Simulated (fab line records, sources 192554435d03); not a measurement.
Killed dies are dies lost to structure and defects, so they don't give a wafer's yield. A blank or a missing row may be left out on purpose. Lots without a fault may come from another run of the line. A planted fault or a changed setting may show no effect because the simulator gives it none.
Chamber matching | flow n5_finfet | N5_SD_EPI_N_ETCH_45 on rie_diel-01: 4 sister chambers
The step etches SiOCN in CH3F/O2, target depth 6 nm. 20 wafers are shown with their chamber, then 10 later ones without.

WAFERS WITH THEIR CHAMBER
wafer  | chamber | showerhead_plenum_p_Torr (Torr) | drypump_motor_current_A (A) | throttle_valve_pct (%)
L074.2 | 1       | 2.13                            | 5.8                         | 23.09
L074.3 | 3       | 1.92                            | 5.0                         | 23.28
L074.5 | 1       | 2.13                            | 5.9                         | 23.08
L077.1 | 3       | 1.92                            | 5.0                         | 23.30
L077.4 | 2       | 2.00                            | 5.1                         | 23.52
L077.5 | 1       | 2.13                            | 5.8                         | 23.09
L079.1 | 3       | 1.92                            | 5.0                         | 23.32
L079.4 | 0       | 2.07                            | 6.2                         | 23.58
L079.6 | 0       | 2.07                            | 6.3                         | 23.56
L081.2 | 1       | 2.12                            | 5.8                         | 23.11
L081.3 | 2       | 1.99                            | 5.1                         | 23.52
L081.4 | 0       | 2.07                            | 6.2                         | 23.58
L084.1 | 0       | 2.07                            | 6.2                         | 23.60
L084.4 | 2       | 1.99                            | 5.1                         | 23.55
L084.6 | 3       | 1.92                            | 5.1                         | 23.34
L088.1 | 2       | 1.99                            | 5.1                         | 23.56
L088.2 | 0       | 2.07                            | 6.3                         | 23.60
L088.6 | 0       | 2.07                            | 6.3                         | 23.60
L089.1 | 2       | 1.99                            | 5.1                         | 23.55
L089.2 | 0       | 2.07                            | 6.3                         | 23.58

SIGNATURES (means of the wafers above)
reading                  | chamber 0 | chamber 1 | chamber 2 | chamber 3 | scatter within a chamber
showerhead_plenum_p_Torr | 2.0700    | 2.1275    | 1.9920    | 1.9200    | 0.00311
drypump_motor_current_A  | 6.257     | 5.825     | 5.100     | 5.025     | 0.0448
throttle_valve_pct       | 23.5857   | 23.0925   | 23.5400   | 23.3100   | 0.0181
Rule: a wafer's distance from a chamber is the root of the sum, over the readings, of the square of ((its reading less the chamber's mean) divided by the reading's scatter). The wafer belongs to the nearest chamber; if the next one is less than 2 further off, it can't be placed. The scatter: the root of (the sum of the squares of (reading less its chamber's mean) over the shown wafers, divided by (wafers less chambers)).

WAFERS WITHOUT THEIR CHAMBER
wafer  | showerhead_plenum_p_Torr (Torr) | drypump_motor_current_A (A) | throttle_valve_pct (%)
L089.6 | 2.07                            | 6.2                         | 23.61
L091.1 | 2.06                            | 6.2                         | 23.61
L091.4 | 1.91                            | 5.0                         | 23.34
L091.5 | 1.99                            | 5.1                         | 23.56
L092.1 | 2.12                            | 5.8                         | 23.13
L092.3 | 1.91                            | 5.0                         | 23.36
L092.5 | 2.06                            | 6.2                         | 23.60
L093.3 | 1.99                            | 5.2                         | 23.56
L093.4 | 2.11                            | 5.8                         | 23.15
L093.6 | 2.11                            | 5.8                         | 23.15

WHICH CHAMBER EACH WENT THROUGH
wafer  | from the rows above | in truth
L089.6 | 0                   | 0
L091.1 | 0                   | 0
L091.4 | 3                   | 3
L091.5 | 2                   | 2
L092.1 | 1                   | 1
L092.3 | 3                   | 3
L092.5 | 0                   | 0
L093.3 | 2                   | 2
L093.4 | 1                   | 1
L093.6 | 1                   | 1
Placed correctly: 10 of 10. Can't be placed from these rows: 0. Placed wrongly: 0.
